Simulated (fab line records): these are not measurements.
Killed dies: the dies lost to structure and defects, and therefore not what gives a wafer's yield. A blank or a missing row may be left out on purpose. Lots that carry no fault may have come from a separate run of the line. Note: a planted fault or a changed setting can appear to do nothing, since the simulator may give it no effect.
Which tool was responsible?    flow n5 finfet    12 lots with 36 wafers sampled at 2 steps, on a route of 1938 steps

## WHAT THE GAUGES READ, wafer by wafer
N5_BEOL_M12_OVL_MEAS_11.
lot   measured      on          V11_OVL (nm)
L075  day 11 17:41  overlay-01  2 -2 -1
L077  day 13 23:59  overlay-01  -8 -14 -6
L079  day 14 18:11  overlay-02  11 11 5
L082  day 15 11:41  overlay-02  7 3 5
L085  day 16 06:42  overlay-02  -10 4 1
L087  day 16 09:13  overlay-01  -6 -15 -5
L089  day 16 17:45  overlay-02  -8 -14 -10
L090  day 17 03:11  overlay-01  -10 -6 -15
L088  day 17 22:29  overlay-02  -9 -8 -11
L095  day 18 03:53  overlay-01  -10 -13 -8
L096  day 18 05:47  overlay-02  5 5 0
L097  day 18 11:30  overlay-01  -6 -4 -5

## EACH LOT AND THE TOOL THAT RAN IT (in order: tool; ch and the chambers of the sampled wafers; start)
lot   N5_BEOL_M12_ILD_DEP_00
L075  pecvd-03 ch 0,2, day 11 17:13
L077  pecvd-01 ch 0,1,2, day 13 23:26
L079  pecvd-03 ch 0,1, day 14 17:44
L082  pecvd-03 ch 0,1, day 15 11:13
L085  pecvd-01 ch 0,1,2, day 16 06:14
L087  pecvd-03 ch 0,1,2, day 16 08:38
L089  pecvd-01 ch 0,1,2, day 16 17:17
L090  pecvd-01 ch 0,1,2, day 17 02:43
L088  pecvd-01 ch 0,1, day 17 21:53
L095  pecvd-03 ch 0,1, day 18 03:25
L096  pecvd-02 ch 1,2, day 18 05:20
L097  pecvd-01 ch 0,1,2, day 18 11:02
- N5_BEOL_M12_ILD_DEP_00: deposits SiOC from DEMS/O2, target thk 658.92 nm, time 130.7 s.

## THE ANSWER, worked out from the rows above alone
Rule: usual is defined by the lots themselves. Put in order of their means at a reading, lots are off if they are a third of the lots or fewer, leave a main group of 4 or more, and stand apart from it by a gap of 3 or more times the standard deviation of the main group's means; of several such gaps the widest counts. If all means in a main group match to the digits the tables above print for the reading, that group is not used. Also off: a lot with no number at a reading for which 4 or more lots have one. The other lots that the step has rows for count as sound.
None of the lots is off at any reading shown; this tells nothing.

## WHAT THE SIMULATOR PUT IN
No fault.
